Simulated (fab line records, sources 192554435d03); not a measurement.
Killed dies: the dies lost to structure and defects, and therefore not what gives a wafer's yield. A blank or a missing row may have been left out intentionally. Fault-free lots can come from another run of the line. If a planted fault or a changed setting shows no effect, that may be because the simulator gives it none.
Split-lot trial / flow n5-finfet / 39 wafers read across 7 lots, on a route 1938 steps long

## THE SPLIT ITSELF
At N5_BEOL_M12_TRENCH_ETCH_34 (etches SiOC in C4F8/O2/Ar, target depth 318.95 nm, time 125.5 s), the setting target-depth-a was moved away from the recipe's 3189.5 angstrom on 12 of the 39 wafers read, by +15.7% to +44.8%. For the rest of the wafers, this setting stayed at what the recipe calls for.

## FROM THE SPLIT TO THE READING: what the file shows between them, 10 steps
- N5_BEOL_M12_STRIP_70: strips in C4F8/O2/Ar
- N5_BEOL_M12_OCD_MEAS_35
- N5_BEOL_M12_STRIP_37: strips in N2/H2
- N5_BEOL_M12_ETCH_38: etches SiCN in CF4/N2, target depth 68.7 nm, time 73.4 s
- N5_BEOL_M12_ECD_47: material Cu, target thk 720 nm
- N5_BEOL_M12_ANNEAL_48: time 90 s
- N5_BEOL_M12_CMP_49: polishes, stops on SiOC, t overpolish 20.6 s, target thk 320 nm
- N5_BEOL_M12_THK_MEAS_50: measures by xrf
- N5_BEOL_M12_PRE_CLEAN_52: time 15 s
- N5_BEOL_M12_DEP_53: deposits SiCN from 3MS/NH3, target thk 30 nm, time 10.5 s

## THE READING
M12_RS in ohm/sq, measured at N5_BEOL_M12_RS_MEAS_54 by four-point-probe. A value of 0.0603 ohm/sq with a standard deviation of 0.0013 ohm/sq is what fault-free wafers of this fab line usually give.

wafer=L076.1; tool, chamber at the split=rie-diel-04, 3; target-depth-a as run, angstrom=3189.5; against the recipe=recipe; M12_RS, ohm/sq=0.0604; against lot-mates on the recipe=-
wafer=L076.2; tool, chamber at the split=rie-diel-04, 1; target-depth-a as run, angstrom=3189.5; against the recipe=recipe; M12_RS, ohm/sq=0.0615; against lot-mates on the recipe=-
wafer=L076.3; tool, chamber at the split=rie-diel-04, 0; target-depth-a as run, angstrom=3189.5; against the recipe=recipe; M12_RS, ohm/sq=0.0609; against lot-mates on the recipe=-
wafer=L076.4; tool, chamber at the split=rie-diel-04, 2; target-depth-a as run, angstrom=3189.5; against the recipe=recipe; M12_RS, ohm/sq=0.0600; against lot-mates on the recipe=-
wafer=L076.5; tool, chamber at the split=rie-diel-04, 2; target-depth-a as run, angstrom=3189.5; against the recipe=recipe; M12_RS, ohm/sq=0.0607; against lot-mates on the recipe=-
wafer=L076.6; tool, chamber at the split=rie-diel-04, 3; target-depth-a as run, angstrom=3189.5; against the recipe=recipe; M12_RS, ohm/sq=0.0599; against lot-mates on the recipe=-
wafer=L077.1; tool, chamber at the split=rie-diel-06, 2; target-depth-a as run, angstrom=3689; against the recipe=+15.7%; M12_RS, ohm/sq=0.0526; against lot-mates on the recipe=-0.0074
wafer=L077.2; tool, chamber at the split=rie-diel-06, 0; target-depth-a as run, angstrom=3189.5; against the recipe=recipe; M12_RS, ohm/sq=0.0604; against lot-mates on the recipe=-
wafer=L077.3; tool, chamber at the split=rie-diel-06, 1; target-depth-a as run, angstrom=3689; against the recipe=+15.7%; M12_RS, ohm/sq=0.0498; against lot-mates on the recipe=-0.0102
wafer=L077.4; tool, chamber at the split=rie-diel-06, 3; target-depth-a as run, angstrom=3189.5; against the recipe=recipe; M12_RS, ohm/sq=0.0593; against lot-mates on the recipe=-
wafer=L077.5; tool, chamber at the split=rie-diel-06, 3; target-depth-a as run, angstrom=3189.5; against the recipe=recipe; M12_RS, ohm/sq=0.0603; against lot-mates on the recipe=-
wafer=L077.6; tool, chamber at the split=rie-diel-06, 2; target-depth-a as run, angstrom=3689; against the recipe=+15.7%; M12_RS, ohm/sq=0.0525; against lot-mates on the recipe=-0.0075
wafer=L078.1; tool, chamber at the split=rie-diel-04, 2; target-depth-a as run, angstrom=3189.5; against the recipe=recipe; M12_RS, ohm/sq=0.0609; against lot-mates on the recipe=-
wafer=L078.2; tool, chamber at the split=rie-diel-04, 1; target-depth-a as run, angstrom=3189.5; against the recipe=recipe; M12_RS, ohm/sq=0.0623; against lot-mates on the recipe=-
wafer=L078.3; tool, chamber at the split=rie-diel-04, 0; target-depth-a as run, angstrom=3189.5; against the recipe=recipe; M12_RS, ohm/sq=0.0613; against lot-mates on the recipe=-
wafer=L078.4; tool, chamber at the split=rie-diel-04, 3; target-depth-a as run, angstrom=3189.5; against the recipe=recipe; M12_RS, ohm/sq=0.0594; against lot-mates on the recipe=-
wafer=L078.5; tool, chamber at the split=rie-diel-04, 2; target-depth-a as run, angstrom=3189.5; against the recipe=recipe; M12_RS, ohm/sq=0.0607; against lot-mates on the recipe=-
wafer=L078.6; tool, chamber at the split=rie-diel-04, 1; target-depth-a as run, angstrom=3189.5; against the recipe=recipe; M12_RS, ohm/sq=0.0616; against lot-mates on the recipe=-
wafer=L086.2; tool, chamber at the split=rie-diel-04, 3; target-depth-a as run, angstrom=3189.5; against the recipe=recipe; M12_RS, ohm/sq=0.0598; against lot-mates on the recipe=-
wafer=L086.3; tool, chamber at the split=rie-diel-04, 1; target-depth-a as run, angstrom=3189.5; against the recipe=recipe; M12_RS, ohm/sq=0.0625; against lot-mates on the recipe=-
wafer=L086.4; tool, chamber at the split=rie-diel-04, 0; target-depth-a as run, angstrom=3189.5; against the recipe=recipe; M12_RS, ohm/sq=0.0609; against lot-mates on the recipe=-
wafer=L087.1; tool, chamber at the split=rie-diel-04, 1; target-depth-a as run, angstrom=3189.5; against the recipe=recipe; M12_RS, ohm/sq=0.0626; against lot-mates on the recipe=-
wafer=L087.2; tool, chamber at the split=rie-diel-04, 3; target-depth-a as run, angstrom=4617; against the recipe=+44.8%; M12_RS, ohm/sq=0.0404; against lot-mates on the recipe=-0.0217
wafer=L087.3; tool, chamber at the split=rie-diel-04, 0; target-depth-a as run, angstrom=3189.5; against the recipe=recipe; M12_RS, ohm/sq=0.0609; against lot-mates on the recipe=-
wafer=L087.4; tool, chamber at the split=rie-diel-04, 3; target-depth-a as run, angstrom=4617; against the recipe=+44.8%; M12_RS, ohm/sq=0.0404; against lot-mates on the recipe=-0.0217
wafer=L087.5; tool, chamber at the split=rie-diel-04, 0; target-depth-a as run, angstrom=4617; against the recipe=+44.8%; M12_RS, ohm/sq=0.0414; against lot-mates on the recipe=-0.0207
wafer=L087.6; tool, chamber at the split=rie-diel-04, 1; target-depth-a as run, angstrom=3189.5; against the recipe=recipe; M12_RS, ohm/sq=0.0629; against lot-mates on the recipe=-
wafer=L090.1; tool, chamber at the split=rie-diel-04, 1; target-depth-a as run, angstrom=4236; against the recipe=+32.8%; M12_RS, ohm/sq=0.0461; against lot-mates on the recipe=-0.0138
wafer=L090.2; tool, chamber at the split=rie-diel-04, 0; target-depth-a as run, angstrom=4236; against the recipe=+32.8%; M12_RS, ohm/sq=0.0445; against lot-mates on the recipe=-0.0154
wafer=L090.3; tool, chamber at the split=rie-diel-04, 2; target-depth-a as run, angstrom=3189.5; against the recipe=recipe; M12_RS, ohm/sq=0.0605; against lot-mates on the recipe=-
wafer=L090.4; tool, chamber at the split=rie-diel-04, 3; target-depth-a as run, angstrom=4236; against the recipe=+32.8%; M12_RS, ohm/sq=0.0441; against lot-mates on the recipe=-0.0158
wafer=L090.5; tool, chamber at the split=rie-diel-04, 2; target-depth-a as run, angstrom=3189.5; against the recipe=recipe; M12_RS, ohm/sq=0.0602; against lot-mates on the recipe=-
wafer=L090.6; tool, chamber at the split=rie-diel-04, 3; target-depth-a as run, angstrom=3189.5; against the recipe=recipe; M12_RS, ohm/sq=0.0591; against lot-mates on the recipe=-
wafer=L095.1; tool, chamber at the split=rie-diel-05, 3; target-depth-a as run, angstrom=3189.5; against the recipe=recipe; M12_RS, ohm/sq=0.0596; against lot-mates on the recipe=-
wafer=L095.2; tool, chamber at the split=rie-diel-05, 0; target-depth-a as run, angstrom=3975; against the recipe=+24.6%; M12_RS, ohm/sq=0.0486; against lot-mates on the recipe=-0.0113
wafer=L095.3; tool, chamber at the split=rie-diel-05, 2; target-depth-a as run, angstrom=3189.5; against the recipe=recipe; M12_RS, ohm/sq=0.0605; against lot-mates on the recipe=-
wafer=L095.4; tool, chamber at the split=rie-diel-05, 1; target-depth-a as run, angstrom=3189.5; against the recipe=recipe; M12_RS, ohm/sq=0.0597; against lot-mates on the recipe=-
wafer=L095.5; tool, chamber at the split=rie-diel-05, 3; target-depth-a as run, angstrom=3975; against the recipe=+24.6%; M12_RS, ohm/sq=0.0479; against lot-mates on the recipe=-0.0120
wafer=L095.6; tool, chamber at the split=rie-diel-05, 2; target-depth-a as run, angstrom=3975; against the recipe=+24.6%; M12_RS, ohm/sq=0.0479; against lot-mates on the recipe=-0.0120

FIT RESULTS
A straight line over all 39 wafers: M12_RS changes by -0.000469 ohm/sq for each +1% of target-depth-a; r = -0.99; the points scatter about the line by 0.0012 ohm/sq.
The same after taking each lot's own level away (the mean of its wafers on the recipe; 39 wafers): -0.000475 ohm/sq for each +1%; r = -0.99; scatter 0.00085 ohm/sq.
The reading moves by 0.021 ohm/sq for the largest change in target-depth-a, on that fit.
The lots' own levels span 0.05993 to 0.06213 ohm/sq, that is 1.7 times the standard deviation above.
Hence the lot-to-lot level has little effect on the slope; both slopes agree.
Check: with one of the wafers moved furthest among these (+44.8%) left out of the fit, the line predicts -0.0212 ohm/sq for it against its lot-mates. Against them it came out at -0.0217 ohm/sq.

## FURTHER SPLITS ON THESE WAFERS
Note: prior to the reading, these wafers also went through further splits. Each is held against what the fit with the lots' levels taken away leaves over:
other split on the same wafers=N5_BEOL_M3_ILD_DEP_00 time-s; wafers away from the commonest value=15; r with M12_RS (lot level and that fit taken away)=-0.12
other split on the same wafers=N5_BEOL_M7_ILD_DEP_00 time-s; wafers away from the commonest value=9; r with M12_RS (lot level and that fit taken away)=+0.09
other split on the same wafers=N5_BEOL_M9_ETCH_66 time-s; wafers away from the commonest value=12; r with M12_RS (lot level and that fit taken away)=+0.09

## THE WHOLE CHAIN: every reading that the file lists as answering this split, in the file's order
step=N5_BEOL_M12_TRENCH_ETCH_34; what it does=etches SiOC in C4F8/O2/Ar, target depth 318.95 nm, time 125.5 s; reading=etch.depth-nm (the simulator's own value, which no gauge read); change (the file's fit)=+3.28 nm for each +1% of the setting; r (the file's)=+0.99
step=N5_BEOL_M12_OCD_MEAS_35; what it does=; reading=trench-depth-nm; change (the file's fit)=+3.28 nm for each +1% of the setting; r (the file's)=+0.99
step=N5_BEOL_M12_CMP_49; what it does=polishes, stops on SiOC, t overpolish 20.6 s, target thk 320 nm; reading=Cu_of_BEOL_M12_ECD_47.thk-nm (the simulator's own value, which no gauge read); change (the file's fit)=+3.31 nm for each +1% of the setting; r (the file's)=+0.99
step=N5_BEOL_M12_THK_MEAS_50; what it does=measures by xrf; reading=M12_THK; change (the file's fit)=+3.37 for each +1% of the setting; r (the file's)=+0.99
step=N5_BEOL_M12_RS_MEAS_54; what it does=measures by four-point-probe; reading=M12_RS; change (the file's fit)=-0.000477 for each +1% of the setting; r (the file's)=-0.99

## THE FILE'S OWN FIT
M12_RS changes by -0.000477 ohm/sq for each +1% of target-depth-a, r = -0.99.
